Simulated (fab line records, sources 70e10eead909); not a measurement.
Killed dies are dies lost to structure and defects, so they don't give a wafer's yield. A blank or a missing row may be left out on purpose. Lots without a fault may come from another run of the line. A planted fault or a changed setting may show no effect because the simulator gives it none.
One fault seen from 2 desks | flow nand_harc | each desk has only its own numbers; what lay behind them comes last

THE TOOL OWNER'S DESK: rie_diel-03
The tool's own readings at NHARC_A_CHANNEL_HOLE_D1_ETCH_34 (etches the open film in CF4/CHF3, target depth 154 nm, time 77 s): means of the sampled wafers that have a number, for each lot that ran on this tool. A lot is out of limits, marked OUT, if its mean lies more than 4 standard deviations from the usual mean; the brackets give that distance.
Columns: A = drypump_motor_current_A at NHARC_A_CHANNEL_HOLE_D1_ETCH_34, usual 5.4 A; B = oes_product_au at NHARC_A_CHANNEL_HOLE_D1_ETCH_34, usual 0.946 a.u.; C = rf_vpp_V at NHARC_A_CHANNEL_HOLE_D1_ETCH_34, usual 372.3 V; D = run_length_s at NHARC_A_CHANNEL_HOLE_D1_ETCH_34, usual 98.2 s; E = showerhead_plenum_p_Torr at NHARC_A_CHANNEL_HOLE_D1_ETCH_34, usual 1.62 Torr; F = throttle_valve_pct at NHARC_A_CHANNEL_HOLE_D1_ETCH_34, usual 16.803 %
lot  | first seen here | A   | B     | C     | D               | E    | F
L811 | day 8 03:34     | 5.5 | 0.926 | 372.8 | 97.9            | 1.63 | 16.797
L814 | day 9 02:55     | 5.1 | 0.922 | 372.1 | 98.5            | 1.61 | 16.799
L815 | day 9 07:26     | 5.1 | 0.927 | 373.3 | 98.1            | 1.65 | 16.814
L817 | day 9 21:36     | 5.3 | 0.972 | 373.1 | 98.1            | 1.64 | 16.806
L819 | day 10 13:48    | 5.3 | 0.968 | 371.9 | 98.5            | 1.60 | 16.802
L825 | day 11 19:59    | 5.2 | 0.962 | 372.3 | 96.3 (-4.7) OUT | 1.61 | 16.807
L826 | day 12 02:58    | 5.2 | 0.964 | 372.0 | 96.1 (-5.0) OUT | 1.61 | 16.799
This desk's finding: out of limits on L825, L826; first on L825, day 11 19:59 (run_length_s at NHARC_A_CHANNEL_HOLE_D1_ETCH_34). In limits: L811, L814, L815, L817, L819.

THE METROLOGY DESK
What the gauges read, lot by lot, whatever tool the lot ran on: means of the sampled wafers that have a number. A lot is out of limits, marked OUT, if its mean lies more than 4 standard deviations from the usual mean; the brackets give that distance.
Columns: A = cd_nm at NHARC_A_CHANNEL_HOLE_D1_CD_MEAS_18, usual 99.2 nm
lot  | first seen here | A
L811 | day 8 04:15     | 100.7
L813 | day 8 16:33     | 99.1
L812 | day 8 17:43     | 98.2
L814 | day 9 03:35     | 100.4
L815 | day 9 08:07     | 98.9
L816 | day 9 08:17     | 98.8
L817 | day 9 22:16     | 100.2
L818 | day 9 22:25     | 100.7
L819 | day 10 14:29    | 96.7
L821 | day 11 07:09    | 98.3
L825 | day 11 20:40    | 99.5
L826 | day 12 03:38    | 100.0
L831 | day 13 07:02    | 99.0
L832 | day 13 11:17    | 99.0
This desk's finding: nothing out of limits on any of the 14 lots.

PUT TOGETHER
The tool owner's desk could have raised an alarm at day 11 19:59, on L825, L826.
The metrology desk saw nothing out of limits.
The metrology desk has L825, L826 on record, within its limits.
Of the lots named, all ran NHARC_A_CHANNEL_HOLE_D1_ETCH_34 on rie_diel-03.

WHAT THE SIMULATOR HAD PUT IN
Process parameter drift: rie_diel-03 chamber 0, from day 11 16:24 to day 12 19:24, at NHARC_A_CHANNEL_HOLE_D1_ETCH_34. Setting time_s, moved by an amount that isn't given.
Lots struck among those shown: L825, L826.
Hours from the fault's start to each desk's first reading out of limits: the tool owner's desk, 4.
